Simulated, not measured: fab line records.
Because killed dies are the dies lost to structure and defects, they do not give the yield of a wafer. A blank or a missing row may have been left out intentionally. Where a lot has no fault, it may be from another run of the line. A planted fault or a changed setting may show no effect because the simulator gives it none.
Chamber matching | flow n5-finfet | 4 sister chambers for N5_BEOL_M1_ETCH_69 on rie-diel-02
The step etches SiARC in CF4, target depth 15.6 nm, time 26 s. 4 wafers are shown with their chamber, then 8 later ones without.

== WAFERS WITH THEIR CHAMBER ==
wafer  | chamber | throttle-valve-pct (%)
L090.3 | 1       | 15.42
L090.5 | 0       | 15.42
L091.1 | 2       | 15.72
L094.4 | 3       | 15.79

== WAFERS MISSING THEIR CHAMBER ==
wafer  | throttle-valve-pct (%)
L094.5 | 15.77
L094.6 | 15.44
L095.2 | 15.76
L095.4 | 15.78
L095.5 | 15.75
L097.1 | 15.44
L097.4 | 15.80
L097.6 | 15.80

== EACH ONE'S CHAMBER ==
wafer  | from the rows above     | in truth
L094.5 | can't be placed: 3 or 2 | 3
L094.6 | can't be placed: 0 or 1 | 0
L095.2 | can't be placed: 3 or 2 | 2
L095.4 | 3                       | 3
L095.5 | can't be placed: 2 or 3 | 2
L097.1 | can't be placed: 0 or 1 | 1
L097.4 | 3                       | 3
L097.6 | 3                       | 3
Placed correctly: 3 of 8. Not placeable from these rows: 5 (in 5, the candidates include the true chamber). 0 placed wrongly.
How it was worked out, from the rows above alone: a wafer's distance from a chamber is the root of the sum, over the readings, of the square of ((its reading less the chamber's mean) divided by the reading's scatter). The wafer belongs to the nearest chamber; if the next one is less than 2 further off, it can't be placed. The mean given for a chamber averages the wafers shown for that chamber. The scatter (one wafer shown for each chamber): square how far every hidden wafer sits from the nearest shown wafer, average those squares and take the square root.
